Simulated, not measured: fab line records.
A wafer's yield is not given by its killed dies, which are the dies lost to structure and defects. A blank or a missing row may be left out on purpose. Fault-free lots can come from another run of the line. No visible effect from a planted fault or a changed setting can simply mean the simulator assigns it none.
The same fault as seen by 2 desks | flow n5 finfet | numbers are kept per desk, each desk with only its own; the story behind them comes last

FROM THE METROLOGY DESK
What the gauges read, lot by lot, whatever tool the lot ran on: means of the sampled wafers that have a number. Any lot whose mean is over 4 standard deviations away from the usual mean is out of limits and marked OUT; that distance is given in the brackets. 7 of its 10 readings are shown, namely those furthest out on some lot.
Columns: A = DIBL_N at N5_BEOL_M4_RC_MEAS_101, usual 36.0 mV/V; B = DIBL_P at N5_BEOL_M4_RC_MEAS_101, usual 35.8 mV/V; C = IOFF_N at N5_BEOL_M4_RC_MEAS_101, usual 0.15 nA/um; D = IOFF_P at N5_BEOL_M4_RC_MEAS_101, usual 0.20 nA/um; E = ION_P at N5_BEOL_M4_RC_MEAS_101, usual 460 uA/um; F = SS_N at N5_BEOL_M4_RC_MEAS_101, usual 71.5 mV/dec; G = VT_P at N5_BEOL_M4_RC_MEAS_101, usual -251 mV
lot  | first seen here | A    | B    | C    | D    | E   | F    | G
L222 | day 8 10:06     | 36.6 | 36.9 | 0.18 | 0.23 | 467 | 71.4 | -247
L224 | day 8 12:48     | 35.6 | 34.0 | 0.14 | 0.16 | 451 | 72.1 | -253
L230 | day 10 03:45    | 38.4 | 38.8 | 0.19 | 0.25 | 467 | 72.3 | -248
L231 | day 10 15:08    | 36.2 | 34.9 | 0.17 | 0.23 | 462 | 71.7 | -248
L232 | day 10 21:30    | 36.2 | 35.6 | 0.16 | 0.22 | 465 | 71.5 | -247
L234 | day 10 21:58    | 34.9 | 35.2 | 0.13 | 0.18 | 457 | 71.6 | -251
L236 | day 11 21:53    | 36.4 | 36.6 | 0.15 | 0.18 | 457 | 71.6 | -254
L239 | day 12 18:06    | 35.9 | 34.7 | 0.14 | 0.21 | 455 | 71.7 | -248
L245 | day 14 05:07    | 35.0 | 36.2 | 0.15 | 0.19 | 461 | 71.1 | -252
This desk's verdict: no lot among the 9 shows anything out of limits.

THE DEFECT DESK
Per lot, the means of the sampled wafers with a number show what the inspections along the route counted. Any lot whose mean is over 4 standard deviations away from the usual mean is out of limits and marked OUT; that distance is given in the brackets.
Columns: A = raw defect count at N5_STI_FIN_REVEAL_INSPECT_13, usual 12
lot  | first seen here | A
L222 | day 2 14:11     | 10
L224 | day 3 04:56     | 12
L230 | day 4 14:13     | 11
L231 | day 5 03:34     | 11
L232 | day 5 04:23     | 803 (+99 or more) OUT
L234 | day 5 13:07     | 845 (+99 or more) OUT
L236 | day 6 05:04     | 836 (+99 or more) OUT
L239 | day 6 20:43     | 10
L245 | day 8 07:41     | 16
This desk finds L232, L234, L236 out of limits, L232 being first, at day 5 04:23 (raw defect count at N5_STI_FIN_REVEAL_INSPECT_13). In limits: L222, L224, L230, L231, L239, L245.

ALL TOGETHER
The defect desk could have raised an alarm at day 5 04:23, on L232, L234, L236.
At the metrology desk, nothing out of limits was observed.
The metrology desk has L232, L234, L236 on record, within its limits.
Every lot named ran N5_STI_FIN_REVEAL_PRECLEAN_26 on wet bench-05.

WHAT THE SIMULATOR HAD PUT IN
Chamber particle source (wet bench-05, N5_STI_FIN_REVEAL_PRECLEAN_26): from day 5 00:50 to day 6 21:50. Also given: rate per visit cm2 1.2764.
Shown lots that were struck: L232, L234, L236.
Hours from the fault's start to each desk's first reading out of limits: the defect desk, 4.
